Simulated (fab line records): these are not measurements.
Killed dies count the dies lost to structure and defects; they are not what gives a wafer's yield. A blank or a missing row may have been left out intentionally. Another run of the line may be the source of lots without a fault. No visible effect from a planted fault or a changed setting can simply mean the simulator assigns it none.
Which tool did it? -- flow nand_harc -- 14 lots, 42 wafers sampled, at 5 steps of a route of 1159

== WHAT THE GAUGES SHOWED, per wafer ==
NHARC_THIN_TSV_THK_MEAS_02: measures by ir.
lot,measured,on,thk_nm (nm)
L700,day 18 23:44,film_metro-01,3402 3163 3092
L698,day 19 06:03,film_metro-02,2770 2922 2877
L697,day 19 07:16,film_metro-02,2639 2706 2484
L701,day 19 04:50,film_metro-02,2756 2795 2640
L696,day 19 15:28,film_metro-01,2906 2801 2936
L699,day 19 16:40,film_metro-01,2802 3147 2815
L702,day 19 22:08,film_metro-01,2870 2845 2829
L705,day 20 08:41,film_metro-01,3252 3309 2970
L704,day 20 14:26,film_metro-01,2819 2970 2850
L706,day 20 15:40,film_metro-02,3098 3129 3356
L716,day 23 06:01,film_metro-02,2918 3010 3080
L719,day 23 18:26,film_metro-02,2834 3146 2968
L717,day 24 00:41,film_metro-01,2814 3055 2691
L718,day 23 23:30,film_metro-02,2991 2568 2861

NHARC_END_SORT_01.
lot,measured,on,killed_at_array,killed_at_other,killed_at_periphery,killed_dies,killed_open,killed_short
L704,day 21 07:55,prober-02,110 107 85,0 0 1,4 1 2,114 108 88,5 1 4,0 3 1
L706,day 21 08:33,prober-01,63 79 93,2 4 0,2 6 8,67 89 101,1 3 3,0 0 2

== TOOL THAT RAN EACH LOT (tool first, then ch and the chambers of the sampled wafers, then the start) ==
lot,NHARC_A_WL_FILL_PRECLEAN_18,NHARC_A_BONDPAD_PVD_27,NHARC_THIN_TSV_ETCH_36
L700,"wet_bench-06 ch 1,3,5, day 15 18:25","pvd_sputter-03, day 18 23:44 or earlier","rie_metal-01 ch 0, day 19 07:30"
L698,"wet_bench-06 ch 1,5,6, day 16 00:16","pvd_sputter-02, day 19 06:03 or earlier","rie_metal-02 ch 0,1, day 19 13:36"
L697,"wet_bench-05 ch 1,4,6, day 16 00:20","pvd_sputter-03, day 19 07:16 or earlier","rie_metal-03 ch 0,1, day 19 14:58"
L701,"wet_bench-06 ch 1,4,6, day 16 00:31","pvd_sputter-03, day 19 04:50 or earlier","rie_metal-01 ch 0,1, day 19 12:20"
L696,"wet_bench-03 ch 0,1,7, day 16 03:16","pvd_sputter-02, day 19 15:28 or earlier","rie_metal-02 ch 0,1, day 19 23:23"
L699,"wet_bench-03 ch 2,5,6, day 16 04:55","pvd_sputter-01, day 19 16:40 or earlier","rie_metal-01 ch 0,1, day 20 00:37"
L702,"wet_bench-06 ch 1,3,7, day 17 00:21","pvd_sputter-03, day 19 22:08 or earlier","rie_metal-02 ch 0,1, day 20 05:38"
L705,"wet_bench-06 ch 1,3,4, day 17 12:23","pvd_sputter-02, day 20 08:41 or earlier","rie_metal-02 ch 0,1, day 20 16:22"
L704,"wet_bench-06 ch 0,5,7, day 17 15:38","pvd_sputter-03, day 20 14:26 or earlier","rie_metal-02 ch 0,1, day 20 21:56"
L706,"wet_bench-06 ch 0,2,3, day 18 00:19","pvd_sputter-02, day 20 15:40 or earlier","rie_metal-03 ch 0,1, day 20 23:20"
L716,"wet_bench-03 ch 1,6,7, day 20 06:48","pvd_sputter-02, day 23 06:01 or earlier","rie_metal-01 ch 0,1, day 23 13:40"
L719,"wet_bench-05 ch 0,4,5, day 20 21:36","pvd_sputter-03, day 23 18:26 or earlier","rie_metal-03 ch 0, day 24 01:55"
L717,"wet_bench-06 ch 2,3,6, day 20 21:50","pvd_sputter-02, day 24 00:41 or earlier","rie_metal-03 ch 0,1, day 24 08:05"
L718,"wet_bench-06 ch 3,4,7, day 21 00:33","pvd_sputter-03, day 23 23:30 or earlier","rie_metal-02 ch 1, day 24 06:55"
- NHARC_A_WL_FILL_PRECLEAN_18: cleans in dHF, time 30 s.
- NHARC_A_BONDPAD_PVD_27: deposits Cu, target thk 30 nm, time 20.49 s.
- NHARC_THIN_TSV_ETCH_36: etches the open film in Cl2/BCl3, target depth 65 nm, time 18.571 s.

== WHAT THE TOOLS THEMSELVES READ (means of the sampled wafers that have a number; where no wafer has one, the mark that the record gives instead) ==
NHARC_A_BONDPAD_PVD_27.
lot,tool,throttle_valve_pct (%)
L700,pvd_sputter-03,30.2
L698,pvd_sputter-02,30.0
L697,pvd_sputter-03,30.0
L701,pvd_sputter-03,30.0
L696,pvd_sputter-02,30.9
L699,pvd_sputter-01,28.8
L702,pvd_sputter-03,30.2
L705,pvd_sputter-02,29.9
L704,pvd_sputter-03,29.2
L706,pvd_sputter-02,29.9
L716,pvd_sputter-02,30.5
L719,pvd_sputter-03,30.3
L717,pvd_sputter-02,30.4
L718,pvd_sputter-03,30.0

NHARC_THIN_TSV_ETCH_36.
lot,tool,chamber_pressure_mTorr (mTorr),drypump_motor_current_A (A),oes_product_au (a.u.)
L700,rie_metal-01,9.997,5.2,1.007
L698,rie_metal-02,9.997,5.8,1.003
L697,rie_metal-03,9.998,5.8,0.997
L701,rie_metal-01,9.996,5.5,1.003
L696,rie_metal-02,10.014,5.6,1.005
L699,rie_metal-01,9.990,5.9,1.002
L702,rie_metal-02,10.002,5.8,1.002
L705,rie_metal-02,10.003,5.6,1.002
L704,rie_metal-02,9.996,5.8,1.000
L706,rie_metal-03,10.007,5.4,1.000
L716,rie_metal-01,10.000,5.5,0.997
L719,rie_metal-03,9.996,5.0,1.004
L717,rie_metal-03,10.000,5.8,0.996
L718,rie_metal-02,9.998,6.0,1.004

== THE ANSWER, worked out from the rows above alone ==
Rule: the lots themselves supply what counts as usual. Put in order of their means at a reading, lots are off if they are a third of the lots or fewer, leave a main group of 4 or more, and stand apart from it by a gap of 3 or more times the standard deviation of the main group's means; of several such gaps the widest counts. A main group is skipped when, at the precision printed for the reading in the tables above, its means are all equal. A lot without any number at a reading at which 4 lots or more have one is off too. Any other lot the step has rows for is counted as sound. The gauges are gone through in route order, then the tools' own readings, and for those a lot's mean is taken as printed above. The first step at which some lot is off is used, and at that step the reading that is off furthest; a lot without a number counts as furthest.
No lot is off on any of the readings shown, so nothing can be concluded from this.

== WHAT WAS PUT IN BY THE SIMULATOR ==
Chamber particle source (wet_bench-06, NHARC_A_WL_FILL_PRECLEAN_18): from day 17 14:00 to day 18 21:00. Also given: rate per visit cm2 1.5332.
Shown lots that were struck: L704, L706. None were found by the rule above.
